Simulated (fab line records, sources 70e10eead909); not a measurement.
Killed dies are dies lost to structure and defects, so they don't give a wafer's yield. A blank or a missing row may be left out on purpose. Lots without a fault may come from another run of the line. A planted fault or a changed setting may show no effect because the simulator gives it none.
fab line records | flow nand_harc
record lots=14 wafers=42 last_day=30
route steps=1302 shown A_DECK1_JOINT@528 A_ONON_D2@549 END@1302
lots that met no fault: from a run of the same line without faults
start_h: hours from the record's first day to the start of the lot's first wafer shown | wait_h: hours since the lot's step before | " the same as in the row above | L1.1+2: a row that stands for several wafers | - no value, or no start given | * or withheld: withheld | < > ~ a bound
route shown NAME@n: a module of which the file shows steps, and the number in the route of the first | usual: mean/standard deviation of fault-free wafers | same: alike in all rows | chamber/n: place in a boat | sites: the reading at each site | _std_site: their standard deviation | _edge_site: outer sites' mean less inner sites' | radius_mm: how far each site lies from the wafer's centre | mask NAME#n: copy n | behind: the tool/chamber that last shaped the wafer | hold: why the lot was held/for how many hours/how that ended | device: the transistor (n, p or np) that didn't switch | end of line: the same wafers' tests at the end of the route | a step without rows: its recipe alone | killed: dies lost to structure and defects at the first sort, not the wafer's yield | map: a wafer's dies, x killed, . not, _ none there
set.NAME: the setting as run; set.NAME@STEP: as run at that earlier step | model.NAME: the simulator's own value behind a step, which no gauge read
steps of the route over a sample of lots; a table a step, a row a wafer
services: from which hour (start_h, from the record's first day; less than 0 if before it) a tool's chamber was out of use, for how many hours, and why
## steps
# step NHARC_A_DECK1_JOINT_THK_MEAS_14
# recipe thk_meas_gauge=ellipsometry
# usual thk_nm=50.7/1.3
# columns lot.wafer tool chamber start_h wait_h thk_nm
L148.2 film_metro-02 - 249.45 0.2 51.3
L148.3 " - " " 51.9
L148.5 " - " " 54.1
L150.3 film_metro-02 - 259.06 0.2 48.8
L150.5 " - " " 47.1
L150.6 " - " " 51.4
L149.2 film_metro-01 - 259.06 0.2 53.6
L149.3 " - " " 50.1
L149.5 " - " " 50.9
L152.3 film_metro-01 - 291.09 0.2 49.4
L152.4 " - " " 49.1
L152.5 " - " " 48.5
L151.2 film_metro-02 - 291.09 0.2 48.8
L151.4 " - " " 51.8
L151.6 " - " " 50.4
L153.2 film_metro-01 - 299.28 0.2 50.1
L153.5 " - " " 49.9
L153.6 " - " " 51.6
L154.3 film_metro-01 - 304.16 0.2 51.9
L154.4 " - " " 51.0
L154.6 " - " " 52.1
L155.2 film_metro-02 - 323.97 0.2 51.8
L155.4 " - " " 50.0
L155.6 " - " " 49.8
L156.2 film_metro-01 - 324.00 0.2 51.0
L156.4 " - " " 51.5
L156.5 " - " " 50.8
L157.2 film_metro-01 - 343.73 0.2 50.8
L157.3 " - " " 51.9
L157.4 " - " " 50.0
L158.3 film_metro-02 - 343.74 0.2 50.8
L158.4 " - " " 50.1
L158.6 " - " " 49.6
L160.4 film_metro-01 - 366.40 0.2 49.3
L160.5 " - " " 51.3
L160.6 " - " " 50.6
L164.4 film_metro-01 - 406.96 0.2 48.9
L164.5 " - " " 53.7
L164.6 " - " " 50.8
L165.3 film_metro-02 - 419.72 0.2 51.8
L165.4 " - " " 51.2
L165.5 " - " " 52.4
# step NHARC_A_DECK1_JOINT_DEP_16
# recipe target_thk_a=450 temp_c=400 pressure_torr=6.5 rf_w=900 teos_flow_sccm=161.4 flow_sccm=2650 target_thk_nm=45 gas=O2 material=SiO2
# usual heater_power_w=623/90 throttle_valve_pct=16.3/0.48
# columns lot.wafer tool chamber start_h wait_h heater_power_w throttle_valve_pct
L148.3 pecvd-01 0 273.54 0.1 516 15.8
L148.2 " 1 " " 650 16.4
L148.5 " 1 " " 659 16.7
L149.3 pecvd-01 0 281.83 0.1 609 15.9
L149.2 " 1 " " 520 16.5
L149.5 " 2 " " 695 16.1
L150.3 pecvd-02 1 282.04 0.3 743 16.4
L150.5 " 0 " " 657 17.0
L150.6 " 1 " " 711 16.5
L151.2 pecvd-02 2 313.90 0.3 579 15.5
L151.4 " 0 " " 742 17.0
L151.6 " 2 " " 436 15.7
L152.3 pecvd-04 2 313.93 0.3 846 15.4
L152.4 " 0 " " 539 15.9
L152.5 " 1 " " 643 16.5
L153.2 pecvd-02 2 322.43 0.1 463 15.8
L153.6 " 1 " " 765 16.5
L153.5 " 2 " " 472 16.0
L154.3 pecvd-02 2 331.62 0.1 571 15.5
L154.4 " 2 " " 581 15.7
L154.6 " 1 " " 647 16.4
L156.2 pecvd-04 0 350.09 0.1 505 16.2
L156.5 " 2 " " 706 15.7
L156.4 " 1 " " 590 16.6
L155.2 pecvd-02 0 350.10 0.1 744 17.1
L155.4 " 1 " " 648 16.7
L155.6 " 0 " " 745 17.3
L157.2 pecvd-01 2 366.96 0.1 667 16.2
L157.3 " 0 " " 498 16.1
L157.4 " 1 " " 641 16.2
L158.3 pecvd-02 0 367.02 0.1 781 17.3
L158.6 " 1 " " 697 16.8
L158.4 " 2 " " 527 15.7
L160.4 pecvd-02 2 391.21 0.2 582 15.9
L160.6 " 0 " " 666 17.4
L160.5 " 1 " " 689 16.7
L164.6 pecvd-02 0 435.91 0.2 697 17.1
L164.5 " 1 " " 601 16.9
L164.4 " 2 " " 502 15.9
L165.3 pecvd-01 0 441.90 0.2 606 16.2
L165.4 " 1 " " 546 15.7
L165.5 " 1 " " 548 16.2
# step NHARC_A_ONON_D2_DEP_06
# recipe target_thk_a=10000 n2_flow_sccm=2750 n2o_flow_sccm=2000 nh3_flow_sccm=500 sih4_flow_sccm=210 temp_c=400
# columns lot.wafer tool chamber start_h wait_h
L148.2+3+5 pecvd_onon-03 0 275.09 0.1
L149.2+3+5 pecvd_onon-04 0 283.40 0.1
L150.3+5+6 pecvd_onon-01 0 283.63 0.2
L151.2+4+6 pecvd_onon-03 0 315.69 0.2
L152.3+4+5 pecvd_onon-01 0 315.96 0.2
L153.2+5+6 pecvd_onon-01 0 323.98 0.1
L154.3+4+6 pecvd_onon-01 0 333.25 0.2
L155.2+4+6 pecvd_onon-03 0 351.60 0.1
L156.2+4+5 pecvd_onon-04 0 351.62 0.1
L157.2+3+4 pecvd_onon-04 0 368.53 0.1
L158.3+4+6 pecvd_onon-03 0 368.60 0.2
L160.4+5+6 pecvd_onon-03 0 392.80 0.2
L164.4+5+6 pecvd_onon-01 0 437.50 0.2
L165.3+4+5 pecvd_onon-01 0 443.53 0.2
# step NHARC_A_ONON_D2_THK_MEAS_08
# recipe thk_meas_gauge=ellipsometry
# usual thk_nm=1002/8.9
# columns lot.wafer tool chamber start_h wait_h thk_nm
L148.2 film_metro-01 - 275.55 - 994
L148.3 " - " " 996
L148.5 " - " " 995
L149.2 film_metro-02 - 283.85 - 1005
L149.3 " - " " 1004
L149.5 " - " " 1002
L150.3 film_metro-01 - 284.02 - 995
L150.5 " - " " 993
L150.6 " - " " 994
L151.2 film_metro-02 - 316.15 - 1003
L151.4 " - " " 1001
L151.6 " - " " 1002
L152.3 film_metro-01 - 316.36 - 1002
L152.4 " - " " 1000
L152.5 " - " " 1003
L153.2 film_metro-01 - 324.43 - 995
L153.5 " - " " 994
L153.6 " - " " 993
L154.3 film_metro-02 - 333.65 - 1008
L154.4 " - " " 1009
L154.6 " - " " 1010
L155.2 film_metro-01 - 352.06 - 1009
L155.4 " - " " 1011
L155.6 " - " " 1010
L156.2 film_metro-01 - 352.08 - 1018
L156.4 " - " " 1017
L156.5 " - " " 1017
L157.2 film_metro-01 - 368.98 - 982
L157.3 " - " " 981
L157.4 " - " " 981
L158.3 film_metro-02 - 368.99 - 996
L158.4 " - " " 995
L158.6 " - " " 994
L160.4 film_metro-01 - 393.14 - 1000
L160.5 " - " " 1001
L160.6 " - " " 1000
L164.4 film_metro-02 - 437.84 - 560
L164.5 " - " " 561
L164.6 " - " " 561
L165.3 film_metro-01 - 443.92 - 567
L165.4 " - " " 568
L165.5 " - " " 567
# step NHARC_END_SORT_01
# recipe temp_c=25
# usual killed_at_array=53/20 killed_at_other=1/1.2 killed_at_periphery=3.7/2.6 killed_dies=58/20 killed_open=3.5/1.8 killed_short=2.4/1.7
# same gross_dies=677
# columns lot.wafer tool chamber start_h wait_h killed_at_array killed_at_other killed_at_periphery killed_dies killed_open killed_short
L165.3 prober-01 0 725.73 3.1 677 0 0 677 1 3
L165.4 prober-01 0 726.53 3.4 676 0 1 677 1 1
L165.5 prober-01 0 727.34 3.7 673 1 3 677 7 2
L164.4 prober-02 0 726.52 3.4 671 1 5 677 3 3
L164.5 prober-02 0 727.31 3.7 670 1 6 677 4 2
L164.6 prober-02 0 728.11 4.0 673 1 3 677 5 2
# killed by level:class
L165.3 A_ONON_D2:area_dep=616 A_CHANNEL_HOLE_D1:chamber_film_flake=34 A_SLIT:chamber_film_flake=17 A_CONTACT:chamber_film_flake=4 A_SOURCE_PLATE:geometric_particle:short=1 A_ONON_D2:geometric_particle:open=1 A_SGD_CUT:geometric_particle:short=1 A_WL_FILL:geometric_particle:short=1
L164.4 A_ONON_D2:area_dep=627 A_CHANNEL_HOLE_D1:chamber_film_flake=13 A_CHANNEL_HOLE_D2:chamber_film_flake=10 A_CONTACT:chamber_film_flake=6 A_SLIT:chamber_film_flake=5 P_M1:chamber_film_flake=3 A_CHANNEL_FILL_D2:chamber_film_flake=3 P_M0:geometric_particle:short=1
L165.4 A_ONON_D2:area_dep=601 A_SLIT:chamber_film_flake=36 A_CHANNEL_HOLE_D1:chamber_film_flake=32 A_CONTACT:chamber_film_flake=4 A_CHANNEL_FILL_D1:geometric_particle:open=1 A_CHANNEL_FILL_D2:geometric_particle:short=1 P_GATE:chamber_film_flake=1 A_ZERO_WELL:chamber_film_flake=1
L164.5 A_ONON_D2:area_dep=636 A_CHANNEL_HOLE_D2:chamber_film_flake=20 A_SLIT:chamber_film_flake=5 A_CHANNEL_HOLE_D1:chamber_film_flake=4 P_GATE:geometric_particle:open=1 P_CONTACT:geometric_particle:open=1 P_M1:geometric_particle:open=1 A_DECK1_JOINT:geometric_particle:open=1
L165.5 A_ONON_D2:area_dep=601 A_SLIT:chamber_film_flake=31 A_CHANNEL_HOLE_D1:chamber_film_flake=27 A_WL_FILL:chamber_film_flake=3 A_CHANNEL_FILL_D1:geometric_particle:open=2 A_DECK1_JOINT:chamber_film_flake=2 P_CONTACT:geometric_particle:short=1 P_CONTACT:geometric_particle:open=1
L164.6 A_ONON_D2:area_dep=638 A_CHANNEL_HOLE_D2:chamber_film_flake=12 A_CONTACT:chamber_film_flake=6 A_CHANNEL_HOLE_D1:chamber_film_flake=5 A_SLIT:chamber_film_flake=4 A_STAIRCASE:chamber_film_flake=2 A_BONDPAD:chamber_film_flake=2 P_GATE:geometric_particle:open=1
## services
# columns tool chamber start_h hours kind
pecvd_onon-01 - 269.00 13.0 pm
pecvd-04 - 269.15 13.0 pm
pecvd-02 - 288.22 0.7 repair
pecvd-02 0 293.24 2.4 repair
pecvd_onon-03 - 296.79 4.9 repair
pecvd_onon-04 - 311.30 13.0 pm
pecvd-01 - 311.56 13.0 pm
pecvd-01 0 311.56 13.0 vent_cycle
pecvd-01 1 311.56 13.0 vent_cycle
pecvd_onon-01 - 312.38 3.4 repair
pecvd-01 1 349.43 6.8 repair
pecvd-02 - 353.08 0.7 repair
pecvd-01 0 388.29 16.3 repair
pecvd-02 - 408.00 13.0 pm
pecvd-02 0 408.00 13.0 vent_cycle
pecvd-02 1 408.00 13.0 vent_cycle
pecvd-02 2 408.00 13.0 vent_cycle
pecvd_onon-03 - 408.00 13.0 pm
pecvd-04 - 420.86 0.9 repair
pecvd-02 0 421.00 - clean
pecvd-02 1 421.00 - clean
pecvd-02 2 421.00 - clean
pecvd-02 - 425.61 1.2 repair
pecvd-01 2 426.75 20.4 repair
## key
first_sign step=NHARC_A_ONON_D2_THK_MEAS_08 reading=thk_nm direction=down sigmas=49 usual=1002 struck=564
effect step=NHARC_END_SORT_01 reading=killed_at_array direction=up sigmas=32 usual=53 struck=673
more_kills_born_at NHARC_A_ONON_D2_DEP_06@pecvd_onon-01=3719
met_at NHARC_A_ONON_D2_DEP_06
struck_lots L164,L165
later_rows_left_out L164.4,L164.5,L164.6,L165.3,L165.4,L165.5
tester_left_out L164,L165
not_acting_at NHARC_A_DECK1_JOINT_THK_MEAS_14,NHARC_A_DECK1_JOINT_DEP_16
onset_between 333.25 437.50
also_fits time
fault kind=process_parameter_drift tool=pecvd_onon-01 chamber=- onset_h=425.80 steps=NHARC_A_ONON_D2_DEP_06 channel=target_thk_a offset=* shape=step end_h=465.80 acts_in=* stated=*
# tester_left_out: of these lots the tester's yield and bins aren't shown, on N5 and GAA mostly nor the transistor test; their killed dies are dies lost to structure and defects alone, not to doping, threshold or leakage, so they don't give the yield
# later_rows_left_out: the simulator's readings of these wafers behind a module that went badly wrong aren't trusted and aren't shown, but for the sort
